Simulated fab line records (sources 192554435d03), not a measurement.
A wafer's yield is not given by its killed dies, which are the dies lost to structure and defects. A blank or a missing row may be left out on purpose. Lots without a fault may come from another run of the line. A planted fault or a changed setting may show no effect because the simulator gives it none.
Matching of chambers    flow n5 finfet    N5_HKMG_FIN_ETCH_35 on rie diel-01: 4 sister chambers
The step etches SOC in N2/H2, target depth 215.8 nm, time 243.4 s. 22 wafers are shown with their chamber, then 11 later ones without.

## WAFERS, EACH WITH ITS CHAMBER
wafer   chamber  showerhead plenum p Torr (Torr)  throttle valve pct (%)  drypump motor current A (A)
L075.3  0        2.60                             17.87                   6.3
L075.5  1        2.71                             17.73                   5.9
L075.6  2        2.56                             18.27                   5.1
L076.1  0        2.60                             17.88                   6.2
L076.4  2        2.56                             18.27                   5.1
L076.5  0        2.60                             17.86                   6.2
L078.1  1        2.71                             17.72                   5.9
L078.3  0        2.60                             17.89                   6.3
L078.6  0        2.60                             17.88                   6.3
L079.1  0        2.60                             17.87                   6.2
L079.4  3        2.43                             17.70                   5.1
L079.6  2        2.56                             18.27                   5.1
L081.2  1        2.70                             17.72                   5.8
L081.3  0        2.60                             17.87                   6.2
L081.4  3        2.42                             17.71                   5.0
L087.1  0        2.60                             17.90                   6.3
L087.2  2        2.55                             18.30                   5.1
L087.3  1        2.70                             17.75                   5.8
L087.4  3        2.42                             17.70                   5.0
L087.5  1        2.70                             17.75                   5.9
L087.6  0        2.60                             17.90                   6.2
L088.1  0        2.59                             17.92                   6.2

SIGNATURES (means of the wafers above)
reading                   chamber 0  chamber 1  chamber 2  chamber 3  scatter within a chamber
showerhead plenum p Torr  2.5990     2.7040     2.5575     2.4233     0.00442
throttle valve pct        17.8840    17.7340    18.2775    17.7033    0.0162
drypump motor current A   6.240      5.860      5.100      5.033      0.0487
Rule: a wafer's distance from a chamber is the root of the sum, over the readings, of the square of ((its reading less the chamber's mean) divided by the reading's scatter). The wafer belongs to the nearest chamber; if the next one is less than 2 further off, it can't be placed. How the scatter is found: for the shown wafers, subtract from each reading the mean of its chamber, square and add these, divide the total by (wafers less chambers), then take the root.

## WAFERS WITH NO CHAMBER GIVEN
wafer   showerhead plenum p Torr (Torr)  throttle valve pct (%)  drypump motor current A (A)
L088.2  2.55                             18.30                   5.1
L088.6  2.55                             18.30                   5.1
L089.3  2.70                             17.77                   5.8
L089.4  2.55                             18.32                   5.1
L089.5  2.42                             17.72                   5.0
L091.1  2.59                             17.93                   6.3
L091.4  2.69                             17.75                   5.8
L091.5  2.42                             17.74                   5.0
L092.1  2.59                             17.93                   6.3
L092.3  2.69                             17.77                   5.8
L092.5  2.69                             17.76                   5.8

## CHAMBER TAKEN BY EACH
wafer   from the rows above  in truth
L088.2  2                    2
L088.6  2                    2
L089.3  1                    1
L089.4  2                    2
L089.5  3                    3
L091.1  0                    0
L091.4  1                    1
L091.5  3                    3
L092.1  0                    0
L092.3  1                    1
L092.5  1                    1
Placed correctly: 11 of 11. Can't be placed from these rows: 0. Placed wrongly: 0.
